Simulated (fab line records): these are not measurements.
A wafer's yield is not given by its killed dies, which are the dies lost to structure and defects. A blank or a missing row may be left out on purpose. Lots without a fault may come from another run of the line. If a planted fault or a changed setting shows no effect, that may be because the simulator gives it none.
fab line records + flow nandHarc
record
- lots=7
- wafers=19
- lastDay=33
route steps=1302 shown A_ZERO_WELL@412 A_SOURCE_PLATE@413 A_ONON_D1@424 END@1302
lots with no fault: from the same line, run without faults
startH: hours from the record's opening day to when the first of the lot's shown wafers began + waitH: time in hours since the lot's previous step + " the same as in the row above + L1.1+2: several wafers, shown together as one row + - no value present, or no start provided + * or withheld: withheld + < > ~ a bound
route shown NAME@n: names a module that has steps shown in the file, with the first one's number in the route + usual: mean and standard deviation over wafers with no fault + same: alike in all rows + chamber/n: place in a boat + sites: the reading at each site + _std_site: standard deviation across them + _edge_site: outer sites' mean less inner sites' + radiusMm: how far each site lies from the wafer's centre + mask NAME#n: copy n + behind: the tool/chamber that last shaped the wafer + hold: why the lot went on hold/how many hours it stayed there/how the hold came to an end + device: whichever transistor did not switch (one of n, p or np) + end of line: the tests these same wafers got at the end of their route + a step with no rows: only its recipe + killed: dies lost to structure and defects at the first sort, not the wafer's yield + map: dies across one wafer; x = killed, . = not, _ = none there
set.NAME: the setting the step ran with; set.NAME@STEP: the setting that earlier step ran with + model.NAME: the simulator's own value behind a step, which no gauge read
lots at selected steps of the route; one table per step, one row per wafer
services: when a tool's chamber went out of use (startH, in hours from the record's first day, below 0 if earlier), for how many hours, and the reason
## steps
# step NHARC_A_ZERO_WELL_INSPECT_17
# usual
- rawDefectCount=10/5.5
| lot.wafer | tool             | chamber | startH | waitH | rawDefectCount |
|-----------|------------------|---------|--------|-------|----------------|
| L630.1    | defectInspect-02 | -       | 174.62 | 0.2   | 6              |
| L630.3    | "                | -       | "      | "     | 13             |
| L630.6    | "                | -       | "      | "     | 14             |
| L636.3    | defectInspect-01 | -       | 235.42 | 0.1   | 13             |
| L636.4    | "                | -       | "      | "     | 12             |
| L636.5    | "                | -       | "      | "     | 12             |
| L638.3    | defectInspect-02 | -       | 250.49 | 0.1   | 21             |
| L638.4    | "                | -       | "      | "     | 15             |
| L640.3    | defectInspect-02 | -       | 268.79 | 0.1   | 2              |
| L640.4    | "                | -       | "      | "     | 4              |
| L642.3    | defectInspect-02 | -       | 286.93 | 0.1   | 20             |
| L642.4    | "                | -       | "      | "     | 13             |
| L642.6    | "                | -       | "      | "     | 6              |
| L647.3    | defectInspect-01 | -       | 340.11 | 0.1   | 9              |
| L647.4    | "                | -       | "      | "     | 6              |
| L647.5    | "                | -       | "      | "     | 11             |
| L649.1    | defectInspect-02 | -       | 363.02 | 0.2   | 7              |
| L649.5    | "                | -       | "      | "     | 11             |
| L649.6    | "                | -       | "      | "     | 7              |
# step NHARC_A_SOURCE_PLATE_PRECLEAN_00
# recipe
- timeS=60
- chemistry=HF-LAST
# step NHARC_A_SOURCE_PLATE_SRD_01
# step NHARC_A_SOURCE_PLATE_OXIDE_02
# recipe
- targetThkA=100
- tempC=900
- oxTimeS=1362
- material=SiO2
# step NHARC_A_SOURCE_PLATE_THK_MEAS_09
# recipe
- thkMeasGauge=ellipsometry
# usual
- thkNm=9.6/0.95
| lot.wafer | tool         | chamber | startH | waitH | thkNm |
|-----------|--------------|---------|--------|-------|-------|
| L630.1    | filmMetro-01 | -       | 181.89 | 0.4   | 9.7   |
| L630.3    | "            | -       | "      | "     | 7.8   |
| L630.6    | "            | -       | "      | "     | 8.7   |
| L636.3    | filmMetro-02 | -       | 242.62 | 0.4   | 10.0  |
| L636.4    | "            | -       | "      | "     | 9.5   |
| L636.5    | "            | -       | "      | "     | 9.9   |
| L638.3    | filmMetro-02 | -       | 259.08 | 0.4   | 9.4   |
| L638.4    | "            | -       | "      | "     | 10.6  |
| L640.3    | filmMetro-01 | -       | 275.54 | 0.4   | 9.9   |
| L640.4    | "            | -       | "      | "     | 8.6   |
| L642.3    | filmMetro-02 | -       | 292.97 | 0.4   | 8.8   |
| L642.4    | "            | -       | "      | "     | 9.1   |
| L642.6    | "            | -       | "      | "     | 8.6   |
| L647.3    | filmMetro-02 | -       | 347.31 | 0.4   | 8.4   |
| L647.4    | "            | -       | "      | "     | 12.1  |
| L647.5    | "            | -       | "      | "     | 9.4   |
| L649.1    | filmMetro-02 | -       | 369.82 | 0.4   | 9.1   |
| L649.5    | "            | -       | "      | "     | 9.8   |
| L649.6    | "            | -       | "      | "     | 9.2   |
# step NHARC_A_SOURCE_PLATE_PVD_04
# recipe
- targetThkA=500
- material=WSi2
# step NHARC_A_SOURCE_PLATE_CVD_03
# recipe
- targetThkA=2000
- tempC=620
- pressureMtorr=200
- timeS=4000
- material=poly-Si
# step NHARC_A_SOURCE_PLATE_ANNEAL_05
# recipe
- tempC=850
- timeS=1800
# step NHARC_A_SOURCE_PLATE_THK_MEAS_06
# recipe
- thkMeasGauge=ellipsometry
# usual
- thkNm=199.2/2.4
| lot.wafer | tool         | chamber | startH | waitH | thkNm |
|-----------|--------------|---------|--------|-------|-------|
| L630.1    | filmMetro-01 | -       | 195.79 | 0.4   | 201.9 |
| L630.3    | "            | -       | "      | "     | 201.6 |
| L630.6    | "            | -       | "      | "     | 203.6 |
| L636.3    | filmMetro-01 | -       | 255.48 | 0.4   | 197.5 |
| L636.4    | "            | -       | "      | "     | 195.8 |
| L636.5    | "            | -       | "      | "     | 196.3 |
| L638.3    | filmMetro-02 | -       | 272.00 | 0.4   | 197.5 |
| L638.4    | "            | -       | "      | "     | 199.2 |
| L640.3    | filmMetro-02 | -       | 287.99 | 0.4   | 200.9 |
| L640.4    | "            | -       | "      | "     | 201.7 |
| L642.3    | filmMetro-02 | -       | 306.13 | 0.4   | 198.9 |
| L642.4    | "            | -       | "      | "     | 196.8 |
| L642.6    | "            | -       | "      | "     | 200.3 |
| L647.3    | filmMetro-02 | -       | 359.64 | 0.4   | 198.2 |
| L647.4    | "            | -       | "      | "     | 198.0 |
| L647.5    | "            | -       | "      | "     | 201.0 |
| L649.1    | filmMetro-01 | -       | 382.72 | 0.4   | 196.7 |
| L649.5    | "            | -       | "      | "     | 199.2 |
| L649.6    | "            | -       | "      | "     | 200.5 |
# step NHARC_A_SOURCE_PLATE_INSPECT_08
# usual
- rawDefectCount=63/26
| lot.wafer | tool             | chamber | startH | waitH | rawDefectCount |
|-----------|------------------|---------|--------|-------|----------------|
| L630.1    | defectInspect-02 | -       | 195.85 | 0.0   | 45             |
| L630.3    | "                | -       | "      | "     | 76             |
| L630.6    | "                | -       | "      | "     | 48             |
| L636.3    | defectInspect-01 | -       | 255.55 | 0.0   | 51             |
| L636.4    | "                | -       | "      | "     | 73             |
| L636.5    | "                | -       | "      | "     | 68             |
| L638.3    | defectInspect-02 | -       | 272.06 | 0.0   | 94             |
| L638.4    | "                | -       | "      | "     | 50             |
| L640.3    | defectInspect-02 | -       | 288.10 | 0.0   | 25             |
| L640.4    | "                | -       | "      | "     | 32             |
| L642.3    | defectInspect-02 | -       | 306.20 | 0.0   | 58             |
| L642.4    | "                | -       | "      | "     | 73             |
| L642.6    | "                | -       | "      | "     | 45             |
| L647.3    | defectInspect-01 | -       | 359.74 | 0.0   | 117            |
| L647.4    | "                | -       | "      | "     | 44             |
| L647.5    | "                | -       | "      | "     | 60             |
| L649.1    | defectInspect-02 | -       | 382.79 | 0.0   | 60             |
| L649.5    | "                | -       | "      | "     | 67             |
| L649.6    | "                | -       | "      | "     | 61             |
# step NHARC_A_ONON_D1_DEP_00
# recipe
- targetThkA=10000
- n2FlowSccm=2750
- n2oFlowSccm=2000
- nh3FlowSccm=500
- sih4FlowSccm=210
- tempC=400
| lot.wafer  | tool         | chamber | startH | waitH |
|------------|--------------|---------|--------|-------|
| L630.1+3+6 | pecvdOnon-03 | 0       | 195.91 | 0.1   |
| L636.3+4+5 | pecvdOnon-02 | 0       | 255.73 | 0.2   |
| L638.3+4   | pecvdOnon-02 | 0       | 272.24 | 0.2   |
| L640.3+4   | pecvdOnon-02 | 0       | 288.28 | 0.2   |
| L642.3+4+6 | pecvdOnon-01 | 0       | 306.38 | 0.2   |
| L647.3+4+5 | pecvdOnon-02 | 0       | 359.92 | 0.2   |
| L649.1+5+6 | pecvdOnon-02 | 0       | 382.85 | 0.1   |
# step NHARC_A_ONON_D1_THK_MEAS_02
# recipe
- thkMeasGauge=ellipsometry
# usual
- thkNm=1000/6.8
| lot.wafer | tool         | chamber | startH | waitH | thkNm |
|-----------|--------------|---------|--------|-------|-------|
| L630.1    | filmMetro-02 | -       | 196.42 | -     | 999   |
| L630.3    | "            | -       | "      | "     | 997   |
| L630.6    | "            | -       | "      | "     | 998   |
| L636.3    | filmMetro-02 | -       | 256.12 | -     | 1242  |
| L636.4    | "            | -       | "      | "     | 1244  |
| L636.5    | "            | -       | "      | "     | 989   |
| L638.3    | filmMetro-01 | -       | 272.64 | -     | 1252  |
| L638.4    | "            | -       | "      | "     | 1253  |
| L640.3    | filmMetro-02 | -       | 288.67 | -     | 1252  |
| L640.4    | "            | -       | "      | "     | 1253  |
| L642.3    | filmMetro-02 | -       | 306.77 | -     | 1001  |
| L642.4    | "            | -       | "      | "     | 1001  |
| L642.6    | "            | -       | "      | "     | 1001  |
| L647.3    | filmMetro-01 | -       | 360.32 | -     | 998   |
| L647.4    | "            | -       | "      | "     | 998   |
| L647.5    | "            | -       | "      | "     | 1000  |
| L649.1    | filmMetro-01 | -       | 383.36 | -     | 1015  |
| L649.5    | "            | -       | "      | "     | 1014  |
| L649.6    | "            | -       | "      | "     | 1014  |
# step NHARC_A_ONON_D1_DEP_03
# recipe
- targetThkA=10000
- n2FlowSccm=2750
- n2oFlowSccm=2000
- nh3FlowSccm=500
- sih4FlowSccm=210
- tempC=400
# step NHARC_END_SORT_01
# recipe
- tempC=25
# usual
- killedAtArray=61/22
- killedAtOther=0.8/1
- killedAtPeriphery=3.8/2.3
- killedDies=66/22
- killedOpen=3.2/1.9
- killedShort=2.8/1.8
# same
- grossDies=677
| lot.wafer | tool      | chamber | startH | waitH | killedAtArray | killedAtOther | killedAtPeriphery | killedDies | killedOpen | killedShort |
|-----------|-----------|---------|--------|-------|---------------|---------------|-------------------|------------|------------|-------------|
| L630.1    | prober-02 | 0       | 582.09 | 2.5   | 83            | 0             | 5                 | 88         | 7          | 2           |
| L630.3    | prober-02 | 0       | 583.69 | 3.1   | 58            | 0             | 6                 | 64         | 4          | 3           |
| L630.6    | prober-02 | 0       | 586.08 | 4.0   | 94            | 0             | 2                 | 96         | 6          | 2           |
| L647.3    | prober-01 | 0       | 754.04 | 3.1   | 45            | 1             | 5                 | 51         | 2          | 3           |
| L647.4    | prober-01 | 0       | 754.85 | 3.4   | 70            | 2             | 3                 | 75         | 3          | 4           |
| L647.5    | prober-01 | 0       | 755.66 | 3.7   | 41            | 3             | 3                 | 47         | 3          | 1           |
# killed by level:class
L630.1 A_CHANNEL_HOLE_D1:chamberFilmFlake=39 A_CHANNEL_HOLE_D2:chamberFilmFlake=28 A_STAIRCASE:chamberFilmFlake=5 P_GATE:chamberFilmFlake=3 A_ONON_D2:geometricParticle:open=2 A_SLIT:chamberFilmFlake=2 P_CONTACT:geometricParticle:open=1 P_M0:geometricParticle:open=1
L630.3 A_CHANNEL_HOLE_D1:chamberFilmFlake=28 A_CHANNEL_HOLE_D2:chamberFilmFlake=16 A_STAIRCASE:chamberFilmFlake=8 P_STI:geometricParticle:open=2 P_GATE:chamberFilmFlake=2 P_STI:geometricParticle:short=1 P_GATE:geometricParticle:open=1 A_SOURCE_PLATE:geometricParticle:open=1
L630.6 A_CHANNEL_HOLE_D1:chamberFilmFlake=38 A_CHANNEL_HOLE_D2:chamberFilmFlake=33 A_STAIRCASE:chamberFilmFlake=10 A_CONTACT:chamberFilmFlake=4 P_M0:geometricParticle:open=2 A_BLC:geometricParticle:open=2 A_ONON_D2:geometricParticle:short=1 A_CHANNEL_FILL_D2:geometricParticle:short=1
L647.3 A_CHANNEL_HOLE_D2:chamberFilmFlake=22 A_CHANNEL_HOLE_D1:chamberFilmFlake=11 A_SLIT:chamberFilmFlake=7 P_GATE:chamberFilmFlake=3 P_M0:geometricParticle:open=1 A_ONON_D1:geometricParticle:short=1 A_ONON_D1:geometricParticle:open=1 A_CHANNEL_HOLE_D2:geometricParticle:short=1
L647.4 A_SLIT:chamberFilmFlake=33 A_CHANNEL_HOLE_D1:chamberFilmFlake=13 A_CHANNEL_HOLE_D2:chamberFilmFlake=10 A_STAIRCASE:chamberFilmFlake=4 A_CONTACT:chamberFilmFlake=4 A_CHANNEL_FILL_D2:geometricParticle:open=2 THIN_TSV:chamberFilmFlake=2 P_GATE:geometricParticle:open=1
L647.5 A_SLIT:chamberFilmFlake=20 A_CHANNEL_HOLE_D2:chamberFilmFlake=12 A_CHANNEL_HOLE_D1:chamberFilmFlake=5 THIN_TSV:chamberFilmFlake=3 P_CONTACT:geometricParticle:open=1 A_ONON_D1:geometricParticle:open=1 A_DECK1_JOINT:geometricParticle:short=1 A_DECK1_JOINT:geometricParticle:open=1
## services
| tool         | chamber | startH | hours | kind |
|--------------|---------|--------|-------|------|
| pecvdOnon-02 | -       | 185.00 | 13.0  | pm   |
| pecvdOnon-03 | -       | 227.00 | 13.0  | pm   |
| pecvdOnon-01 | -       | 269.24 | 13.0  | pm   |
| pecvdOnon-02 | -       | 366.00 | 13.0  | pm   |
## key
firstSign
- step=NHARC_A_ONON_D1_THK_MEAS_02
- reading=thkNm
- direction=up
- sigmas=36
- usual=1000
- struck=1250
effect none on later readings
metAt NHARC_A_ONON_D1_DEP_00
struckWafers L636.3,L636.4,L638.3,L638.4,L640.3,L640.4
testerLeftOut L636,L638,L640
fault
- kind=processParameterDrift
- tool=pecvdOnon-02
- chamber=-
- onsetH=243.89
- steps=NHARC_A_ONON_D1_DEP_00
- channel=targetThkA
- offset=*
- shape=step
- endH=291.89
- scope=struckWafersOnly
- actsIn=*
- stated=*
# testerLeftOut: of these lots the tester's yield and bins aren't shown, on N5 and GAA mostly nor the transistor test; their killed dies are dies lost to structure and defects alone, not to doping, threshold or leakage, so they don't give the yield
